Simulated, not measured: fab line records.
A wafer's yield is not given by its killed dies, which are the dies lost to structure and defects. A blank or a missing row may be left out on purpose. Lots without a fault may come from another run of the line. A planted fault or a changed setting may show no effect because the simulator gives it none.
Chamber matching :: flow nand harc :: NHARC_P_GATE_STRIP_108 on rie diel-12: 4 sister chambers
The step strips in O2. 4 wafers are shown with their chamber, then 12 later ones without.

## WAFERS WITH THEIR CHAMBER
wafer: L080.5
chamber: 2
showerhead plenum p Torr (Torr): 3.46

wafer: L083.3
chamber: 3
showerhead plenum p Torr (Torr): 3.61

wafer: L089.1
chamber: 1
showerhead plenum p Torr (Torr): 3.38

wafer: L089.5
chamber: 0
showerhead plenum p Torr (Torr): 3.65

## WAFERS WITHOUT THEIR CHAMBER
wafer: L090.2
showerhead plenum p Torr (Torr): 3.38

wafer: L090.3
showerhead plenum p Torr (Torr): 3.45

wafer: L090.4
showerhead plenum p Torr (Torr): 3.65

wafer: L091.1
showerhead plenum p Torr (Torr): 3.65

wafer: L091.2
showerhead plenum p Torr (Torr): 3.38

wafer: L091.6
showerhead plenum p Torr (Torr): 3.65

wafer: L094.2
showerhead plenum p Torr (Torr): 3.45

wafer: L094.3
showerhead plenum p Torr (Torr): 3.65

wafer: L094.4
showerhead plenum p Torr (Torr): 3.65

wafer: L096.1
showerhead plenum p Torr (Torr): 3.45

wafer: L096.3
showerhead plenum p Torr (Torr): 3.37

wafer: L096.4
showerhead plenum p Torr (Torr): 3.37

## EACH ONE'S CHAMBER
wafer: L090.2
from the rows above: 1
in truth: 1

wafer: L090.3
from the rows above: 2
in truth: 2

wafer: L090.4
from the rows above: 0
in truth: 0

wafer: L091.1
from the rows above: 0
in truth: 0

wafer: L091.2
from the rows above: 1
in truth: 1

wafer: L091.6
from the rows above: 0
in truth: 0

wafer: L094.2
from the rows above: 2
in truth: 2

wafer: L094.3
from the rows above: 0
in truth: 0

wafer: L094.4
from the rows above: 0
in truth: 0

wafer: L096.1
from the rows above: 2
in truth: 2

wafer: L096.3
from the rows above: 1
in truth: 1

wafer: L096.4
from the rows above: 1
in truth: 1
Correctly placed: 12 of 12. From these rows, 0 cannot be placed. Number placed wrongly: 0.
How it was worked out, from the rows above alone: a wafer's distance from a chamber is the root of the sum, over the readings, of the square of ((its reading less the chamber's mean) divided by the reading's scatter). The wafer belongs to the nearest chamber; if the next one is less than 2 further off, it can't be placed. The mean given for a chamber averages the wafers shown for that chamber. The scatter: with one shown wafer a chamber, the root of the mean of the squares of how far each hidden wafer lies from its nearest shown one.
